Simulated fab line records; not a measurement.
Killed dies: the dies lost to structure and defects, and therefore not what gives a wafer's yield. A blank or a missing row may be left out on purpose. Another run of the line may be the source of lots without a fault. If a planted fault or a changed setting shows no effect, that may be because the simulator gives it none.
2 desks, one fault :: flow nand harc :: numbers are kept per desk, each desk with only its own; the story behind them comes last

== AT THE TOOL OWNER'S DESK: arfi scanner-02 ==
The tool's own readings at NHARC_A_M0_EXPOSE_06 (exposes mask A M0, target cd 80 nm): means of the sampled wafers that have a number, for each lot that ran on this tool. Any lot whose mean is over 4 standard deviations away from the usual mean is out of limits and marked OUT; that distance is given in the brackets.
Columns: A = exposure dose mJ cm2 at NHARC_A_M0_EXPOSE_06, usual 83.14
lot: L996
first seen here: day 23 09:41
A: 83.18

lot: L999
first seen here: day 25 00:37
A: 83.24

lot: L100
first seen here: day 25 22:58
A: 83.12

lot: L110
first seen here: day 30 00:23
A: 123.35 (+99 or more) OUT

lot: L112
first seen here: day 30 14:47
A: 115.23 (+99 or more) OUT
This desk's verdict: out of limits on L110, L112, starting with L110 at day 30 00:23 (exposure dose mJ cm2 at NHARC_A_M0_EXPOSE_06). L996, L999, L100: within limits.

== THE METROLOGY DESK ==
Lot by lot, what the gauges showed, no matter which tool ran the lot: averages of those sampled wafers that carry a number. Any lot whose mean is over 4 standard deviations away from the usual mean is out of limits and marked OUT; that distance is given in the brackets.
Columns: A = overlay x nm at NHARC_A_BLC_OVL_MEAS_11, usual 0.2 nm; B = overlay y nm at NHARC_A_BLC_OVL_MEAS_11, usual 0.1 nm; C = cd nm at NHARC_A_M0_CD_MEAS_09, usual 80.0 nm; D = overlay x nm at NHARC_A_M0_OVL_MEAS_10, usual 0.1 nm; E = overlay y nm at NHARC_A_M0_OVL_MEAS_10, usual 0.0 nm
lot: L996
first seen here: day 23 05:51
A: 0.1
B: 0.2
C: 79.8
D: 0.7
E: 1.1

lot: L994
first seen here: day 23 06:30
A: 0.3
B: 0.2
C: 79.9
D: 0.4
E: -0.4

lot: L995
first seen here: day 23 09:20
A: -0.0
B: -0.2
C: 79.9
D: -0.5
E: -0.7

lot: L997
first seen here: day 23 16:30
A: -0.7
B: -0.8
C: 79.7
D: 0.1
E: 0.8

lot: L998
first seen here: day 24 17:53
A: -0.6
B: -0.1
C: 79.8
D: -1.9
E: 0.4

lot: L999
first seen here: day 24 20:49
A: -0.1
B: 0.4
C: 79.7
D: 0.0
E: -0.9

lot: L100
first seen here: day 25 19:16
A: 0.0
B: -0.5
C: 80.0
D: 0.2
E: -0.2

lot: L102
first seen here: day 26 20:12
A: 1.6
B: 0.9
C: 80.7
D: 0.3
E: 0.7

lot: L103
first seen here: day 26 20:55
A: -0.3
B: -1.2
C: 79.9
D: 1.0
E: -0.2

lot: L111
first seen here: day 29 18:31
A: 0.3
B: 0.2
C: 80.2
D: 0.1
E: 1.0

lot: L110
first seen here: day 29 20:35
A: 0.0
B: 1.4
C: 105.3 (+40) OUT
D: -0.6
E: -0.7

lot: L112
first seen here: day 30 11:01
A: -1.0
B: -0.4
C: 101.3 (+34) OUT
D: -0.0
E: -0.7

lot: L114
first seen here: day 31 03:14
A: 2.0
B: -0.7
C: 80.1
D: 1.0
E: -0.7

lot: L117
first seen here: day 32 17:46
A: -0.3
B: -0.0
C: 79.2
D: 0.8
E: -1.4
This desk's verdict: out of limits on L110, L112, starting with L110 at day 30 00:32 (cd nm at NHARC_A_M0_CD_MEAS_09). L996, L994, L995, L997, L998, L999, L100, L102, L103, L111, L114, L117: within limits.

== TAKEN TOGETHER ==
At day 30 00:23, on L110, L112, the tool owner's desk was in a position to raise an alarm.
The metrology desk could have raised an alarm at day 30 00:32, on L110, L112.
The lots listed all ran NHARC_A_M0_EXPOSE_06 on arfi scanner-02.

== WHAT WAS PUT IN BY THE SIMULATOR ==
Drift in process parameters on arfi scanner-02 at NHARC_A_M0_EXPOSE_06, starting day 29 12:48. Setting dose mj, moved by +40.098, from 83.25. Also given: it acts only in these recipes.
Shown lots that were struck: L110, L112.
Hours from the fault's start to each desk's first reading out of limits: the tool owner's desk, 12; the metrology desk, 12.
